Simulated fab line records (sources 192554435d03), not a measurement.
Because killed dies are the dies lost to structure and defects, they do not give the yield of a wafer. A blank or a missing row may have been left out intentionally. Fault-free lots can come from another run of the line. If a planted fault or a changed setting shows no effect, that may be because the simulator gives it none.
Struck lot and sound lot, side by side	flow n5 finfet	36 steps out of a route of 1938
Sound: wafers L193.1, L193.3, L193.5. Wafers L181.2, L181.3, L181.4 were the ones struck. The cause is named last.
Each step with rows lists, per side, the tool, then ch with its chambers, then its first start. Under that, the readings that differ: sound wafers	struck wafers	difference of the means	sigmas: that difference in standard deviations of wafers without a fault.
alike: words and numbers the same on both sides, and readings whose means are apart by under 2 such deviations; not compared: readings that were withheld, readings missing a value for some wafer, numbers with overlapping values and no deviation given by the record, and bounds like >300 which may hide the same value.
The two part at a step that has a row with sigmas, a row that says differs or no value, or rows on one side only. When numbers do not overlap yet have no deviation, they are printed without sigmas and do not part them. A reading that every wafer of one side lacks parts them only if that side has two wafers or more.

first, 9 steps without rows for these wafers: N5_BEOL_M4_ANNEAL_95 (time 240 s); N5_BEOL_M4_SPUTTER_96 (material Cu, target thk 4.5 nm, time 8.29 s); N5_BEOL_M4_ECD_50 (material Cu, target thk 300 nm); N5_BEOL_M4_ANNEAL_51 (time 90 s); N5_BEOL_M4_CMP_52 (polishes, stops on SiOC, t overpolish 6.8 s, target thk 40 nm); N5_BEOL_M4_PRE_CLEAN_60 (time 15 s); N5_BEOL_M4_CO_CAP_55 (material Co, precursor CCTBA/H2, target thk 2 nm, time 102.1 s); N5_BEOL_M4_PRE_CLEAN_56 (time 15 s); N5_BEOL_M4_DEP_57 (deposits SiCN from 3MS/NH3, target thk 8 nm, time 14 s).
N5_BEOL_M4_RC_MEAS_101:
  sound on prober-01 ch 0, day 13 06:04; struck on prober-02 ch 0, day 10 04:09
reading	sound	struck	difference	sigmas
VT_N (mV)	254.1 253.7 257.3	249.4 247.8 248.1	-6.6	-2
  alike: DIBL_N, DIBL_P, IOFF_N, IOFF_P, ION_N, ION_P, SS_N, SS_P, VT_P
then, 24 steps without rows for these wafers: N5_BEOL_M5_ILD_DEP_00 (deposits SiCOH lowk from DEMS/porogen, target thk 140.64 nm, time 25.9 s); N5_BEOL_M5_CURE_79 (cures SiCOH lowk, time 240 s); N5_BEOL_M5_PECVD_70 (deposits SiO2 from TEOS/O2, target thk 16 nm, time 18 s); N5_BEOL_M5_HM_DEP_02 (deposits TiN, target thk 20 nm); N5_BEOL_M5_COAT_59 (time 60 s, resist thk 60 nm); N5_BEOL_M5_COAT_60 (time 60 s, resist thk 12 nm); N5_BEOL_M5_COAT_71 (time 60 s, resist thk 5 nm); N5_BEOL_M5_COAT_05 (resist thk 30 nm); N5_BEOL_M5_EBR_07; N5_BEOL_M5_SOFTBAKE_06 (time 60 s); N5_BEOL_M5_EXPOSE_08 (exposes mask M5, target cd 28 nm); N5_BEOL_M5_PEB_09 (peb time 60 s); N5_BEOL_M5_DEVELOP_10 (develop time 30 s); N5_BEOL_M5_DESCUM_16 (chemistry O2, time 7 s); N5_BEOL_M5_ETCH_72 (etches underlayer in N2/H2, target depth 6.5 nm, time 5.2 s); N5_BEOL_M5_ETCH_61 (etches SiARC in CF4, target depth 15.6 nm, time 26 s); N5_BEOL_M5_ETCH_62 (etches SOC in N2/H2, target depth 75 nm, overetch 15 nm, time 112.5 s); N5_BEOL_M5_STRIP_63 (strips in N2/H2); N5_BEOL_M5_STRIP_73 (strips in N2/H2); N5_BEOL_M5_STRIP_64 (strips in CF4); N5_BEOL_M5_HM_OPEN_17 (chemistry Cl2/BCl3, target TiN, target depth 20 nm, overetch 6 nm); N5_BEOL_M5_STRIP_19 (strips in O2); N5_BEOL_M5_COAT_65 (time 60 s, resist thk 60 nm); N5_BEOL_M5_COAT_66 (time 60 s, resist thk 12 nm).
-- the record jumps here: 3 days lie between the struck wafers' starts before and after (it left off in module BEOL_M5 and takes up again in module BEOL_M14, whose first step shown is number 1751 of the route) --
N5_BEOL_M14_ETCH_68: etches SOC in N2/H2, time 450 s.
  sound on rie diel-02 ch 0,2,3, day 16 22:09; struck on rie diel-02 ch 1,2,3, day 13 01:07
  no value came back on the struck wafers for any of 8 readings (bias w (W), chamber pressure mTorr (mTorr) and others); on the sound wafers bias w (W) reads 352.4 350.9 349.5
reading	sound	struck	difference	sigmas
model.coat_of_BEOL_M14_COAT_22.thk nm (nm)	0 0 0	212 212.2 211.4	+212	
model.SiARC_of_BEOL_M14_COAT_66.thk nm (nm)	65.4 65.4 64.8	110 110.2 110.2	+45	
  not compared: rf hours counter h
N5_PASSIVATION_PROBE_49:
  record: rows for the struck wafers here (prober-01, day 14 00:15), none for the sound ones

WHERE THEY PART
Earliest at N5_BEOL_M4_RC_MEAS_101; latest, in this record, at N5_PASSIVATION_PROBE_49.

WHY: what the simulator had put in
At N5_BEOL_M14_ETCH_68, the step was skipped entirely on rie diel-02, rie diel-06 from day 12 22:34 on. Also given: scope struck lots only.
